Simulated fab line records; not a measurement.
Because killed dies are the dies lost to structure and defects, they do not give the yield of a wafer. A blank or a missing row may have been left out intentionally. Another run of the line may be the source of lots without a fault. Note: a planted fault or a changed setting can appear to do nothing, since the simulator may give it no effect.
Chamber matching	flow n5-finfet	N5_BEOL_M6_DESCUM_33 on rie-diel-03 has 4 sister chambers
The step chemistry O2, time 7 s. 4 wafers are shown with their chamber, then 8 later ones without.

== WAFERS WITH THEIR CHAMBER ==
wafer	chamber	showerhead-plenum-p-Torr (Torr)
L088.1	1	2.11
L088.3	3	2.22
L088.4	2	2.09
L090.1	0	2.05

== WAFERS MISSING THEIR CHAMBER ==
wafer	showerhead-plenum-p-Torr (Torr)
L090.2	2.11
L090.5	2.11
L094.2	2.11
L094.3	2.05
L094.5	2.11
L097.1	2.22
L097.3	2.10
L097.5	2.05

== THE CHAMBER EACH PASSED THROUGH ==
wafer	from the rows above	in truth
L090.2	1	1
L090.5	1	1
L094.2	1	1
L094.3	0	0
L094.5	1	1
L097.1	3	3
L097.3	can't be placed: 1 or 2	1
L097.5	0	0
Correct placement for 7 of the 8. These rows do not allow placing 1 (true chamber among the candidates in 1). Number placed wrongly: 0.
How it was worked out, from the rows above alone: a wafer's distance from a chamber is the root of the sum, over the readings, of the square of ((its reading less the chamber's mean) divided by the reading's scatter). If the next closest chamber is less than 2 further off than the closest, the wafer can't be placed; otherwise it belongs to the closest. Each chamber's mean is taken over the wafers shown for it. The scatter: root of mean squared gap, hidden wafer to nearest shown wafer, with one shown wafer a chamber.
